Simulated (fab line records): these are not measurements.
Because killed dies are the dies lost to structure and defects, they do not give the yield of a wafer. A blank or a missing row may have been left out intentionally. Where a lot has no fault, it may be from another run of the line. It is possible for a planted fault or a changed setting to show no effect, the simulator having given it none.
Split-lot experiment + flow n5_finfet + 7 lots, 21 wafers read, on a route of 1938 steps

## ABOUT THE SPLIT
At N5_BEOL_M7_DESCUM_33 (chemistry O2, time 7 s), the setting time_s was moved away from the recipe's 7 s on 8 of the 21 wafers read, by -20.4% to +16.7%. All remaining wafers had this setting at the recipe value.

No step appears in the file between the split and the reading.

## THE READING
CAR-EUV_of_BEOL_M7_COAT_22.thk_nm (the simulator's own value, which no gauge read), in nm, at N5_BEOL_M7_ETCH_72 (etches underlayer in N2/H2, target depth 6.5 nm, time 5.2 s). The file gives no usual value for it. The 13 wafers here that ran the recipe average 20.3 nm, standard deviation 0.12 nm.

| wafer  | tool, chamber at the split | time_s as run, s | against the recipe | CAR-EUV_of_BEOL_M7_COAT_22.thk_nm, nm | against lot-mates on the recipe |
|--------|----------------------------|------------------|--------------------|---------------------------------------|---------------------------------|
| L079.2 | rie_diel-02, 1             | 7.643            | +9.2%              | 20                                    | -0.4                            |
| L079.5 | rie_diel-02, 2             | 7                | recipe             | 20.4                                  | -                               |
| L079.6 | rie_diel-02, 1             | 7.643            | +9.2%              | 20                                    | -0.4                            |
| L081.1 | rie_diel-04, 1             | 8.144            | +16.3%             | 19.6                                  | -0.5                            |
| L081.3 | rie_diel-04, 0             | 7                | recipe             | 20                                    | -                               |
| L081.5 | rie_diel-04, 0             | 7                | recipe             | 20.2                                  | -                               |
| L083.1 | rie_diel-02, 0,2           | 5.574            | -20.4%             | 21.2                                  | +1.0                            |
| L083.3 | rie_diel-02, 0,2           | 5.574            | -20.4%             | 21.2                                  | +1.0                            |
| L083.4 | rie_diel-02, 1             | 7                | recipe             | 20.2                                  | -                               |
| L084.2 | rie_diel-04, 1             | 7                | recipe             | 20.2                                  | -                               |
| L084.5 | rie_diel-04, 2             | 7                | recipe             | 20.2                                  | -                               |
| L084.6 | rie_diel-04, 1             | 7                | recipe             | 20.4                                  | -                               |
| L091.2 | rie_diel-02, 0,2           | 7                | recipe             | 20.2                                  | -                               |
| L091.4 | rie_diel-02, 0,2           | 7                | recipe             | 20.4                                  | -                               |
| L091.6 | rie_diel-02, 0             | 8.066            | +15.2%             | 19.6                                  | -0.7                            |
| L094.1 | rie_diel-02, 2,3,0         | 7                | recipe             | 20.4                                  | -                               |
| L094.2 | rie_diel-02, 2,3,0         | 7                | recipe             | 20.4                                  | -                               |
| L094.3 | rie_diel-02, 2,3,0         | 7                | recipe             | 20.4                                  | -                               |
| L095.1 | rie_diel-02, 2             | 7                | recipe             | 20.2                                  | -                               |
| L095.2 | rie_diel-02, 3,1           | 8.166            | +16.7%             | 19.8                                  | -0.4                            |
| L095.3 | rie_diel-02, 3,1           | 8.166            | +16.7%             | 19.6                                  | -0.6                            |
When a row names more than one chamber, that row covers several wafers, and the file does not tell which wafer ran in which chamber.

THE FIT
A straight line over all 21 wafers: CAR-EUV_of_BEOL_M7_COAT_22.thk_nm changes by -0.0411 nm for each +1% of time_s; r = -0.96; the points scatter about the line by 0.12 nm.
The same after taking each lot's own level away (the mean of its wafers on the recipe; 21 wafers): -0.0415 nm for each +1%; r = -0.97; scatter 0.11 nm.
Per that fit: largest time_s move, reading shift of 0.84 nm.
Across the lots, their own levels run from 20.10 to 20.40 nm, a range of 2.4 times the standard deviation given above.
So the lot-to-lot level changes the slope little: the two slopes agree.
Check: for one of the wafers moved furthest among these (-20.4%), held out of the fit, the line's prediction against its lot-mates is +0.83 nm. It came out at +1 nm against them.

## OTHER SPLITS ON THESE WAFERS
These wafers also went through other splits before the reading. Each is held against what the fit with the lots' levels taken away leaves over:
| other split on the same wafers    | wafers away from the commonest value | r with CAR-EUV_of_BEOL_M7_COAT_22.thk_nm (lot level and that fit taken away) |
|-----------------------------------|--------------------------------------|------------------------------------------------------------------------------|
| N5_BEOL_M4_TRENCH_ETCH_37 time_s  | 8                                    | -0.04                                                                        |
| N5_BEOL_M5_COAT_66 spin_rpm       | 10                                   | -0.08                                                                        |
| N5_BEOL_M5_COAT_74 spin_rpm       | 7                                    | -0.48                                                                        |
| N5_BEOL_M6_HM_DEP_02 target_thk_a | 12                                   | +0.01                                                                        |
| N5_BEOL_M7_COAT_71 spin_rpm       | 5                                    | +0.16                                                                        |

## THE WHOLE CHAIN: every reading that the file lists as answering this split, in the file's order
| step                 | what it does                                                | reading                                                                            | change (the file's fit)                | r (the file's) |
|----------------------|-------------------------------------------------------------|------------------------------------------------------------------------------------|----------------------------------------|----------------|
| N5_BEOL_M7_DESCUM_33 | chemistry O2, time 7 s                                      | CAR-EUV_of_BEOL_M7_COAT_22.thk_nm (the simulator's own value, which no gauge read) | -0.0358 nm for each +1% of the setting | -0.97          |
| N5_BEOL_M7_ETCH_72   | etches underlayer in N2/H2, target depth 6.5 nm, time 5.2 s | CAR-EUV_of_BEOL_M7_COAT_22.thk_nm (the simulator's own value, which no gauge read) | -0.0401 nm for each +1% of the setting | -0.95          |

## FILE'S OWN FIT
CAR-EUV_of_BEOL_M7_COAT_22.thk_nm changes by -0.0401 nm for each +1% of time_s, r = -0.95.
